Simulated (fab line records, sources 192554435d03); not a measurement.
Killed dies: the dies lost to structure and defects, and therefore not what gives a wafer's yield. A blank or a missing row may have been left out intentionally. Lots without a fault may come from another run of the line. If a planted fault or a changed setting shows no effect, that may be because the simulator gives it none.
Chamber matching ; flow n5-finfet ; rie-diel-04 running N5_BEOL_M1_ETCH_69: 4 sister chambers
The step etches SiARC in CF4, target depth 15.6 nm, time 26 s. 16 wafers are shown with their chamber, then 8 later ones without.

WAFERS, EACH WITH ITS CHAMBER
wafer;chamber;drypump-motor-current-A (A);showerhead-plenum-p-Torr (Torr);throttle-valve-pct (%)
L074.4;3;5.9;2.21;15.88
L074.5;2;6.2;2.09;14.94
L074.6;1;6.3;2.21;15.83
L086.3;2;6.2;2.08;14.99
L086.4;1;6.2;2.20;15.88
L086.5;2;6.2;2.08;14.99
L088.2;2;6.2;2.08;15.01
L088.4;1;6.3;2.20;15.88
L088.5;2;6.2;2.08;15.02
L089.2;1;6.3;2.20;15.89
L089.3;2;6.2;2.08;15.03
L089.5;3;5.9;2.20;15.44
L091.1;3;5.9;2.20;15.45
L091.2;2;6.2;2.08;15.01
L091.3;1;6.3;2.20;15.91
L094.1;0;5.7;2.20;15.34

SIGNATURES (means of the wafers above)
reading;chamber 0;chamber 1;chamber 2;chamber 3;scatter within a chamber
drypump-motor-current-A;5.700;6.280;6.200;5.900;0.0258
showerhead-plenum-p-Torr;2.2000;2.2020;2.0814;2.2033;0.0044
throttle-valve-pct;15.3400;15.8780;14.9986;15.5900;0.106
Rule: for each reading, subtract the chamber's mean from the wafer's reading, divide by that reading's scatter and square the result; add these up over the readings and take the root, which gives the wafer's distance from the chamber. If the next closest chamber is less than 2 further off than the closest, the wafer can't be placed; otherwise it belongs to the closest. The scatter is the square root of a quotient: the sum, over the shown wafers, of each reading's squared deviation from its chamber's mean, divided by wafers minus chambers.

WAFERS WHOSE CHAMBER IS MISSING
wafer;drypump-motor-current-A (A);showerhead-plenum-p-Torr (Torr);throttle-valve-pct (%)
L094.5;6.2;2.19;15.92
L094.6;5.6;2.20;15.33
L095.2;6.2;2.08;15.03
L095.3;5.9;2.20;15.46
L095.4;5.9;2.20;15.46
L097.1;5.6;2.20;15.36
L097.3;5.9;2.20;15.46
L097.6;6.3;2.19;15.91

EACH ONE'S CHAMBER
wafer;from the rows above;in truth
L094.5;1;1
L094.6;0;0
L095.2;2;2
L095.3;3;3
L095.4;3;3
L097.1;0;0
L097.3;3;3
L097.6;1;1
Correctly placed: 8 of 8. From these rows, 0 cannot be placed. 0 placed wrongly.
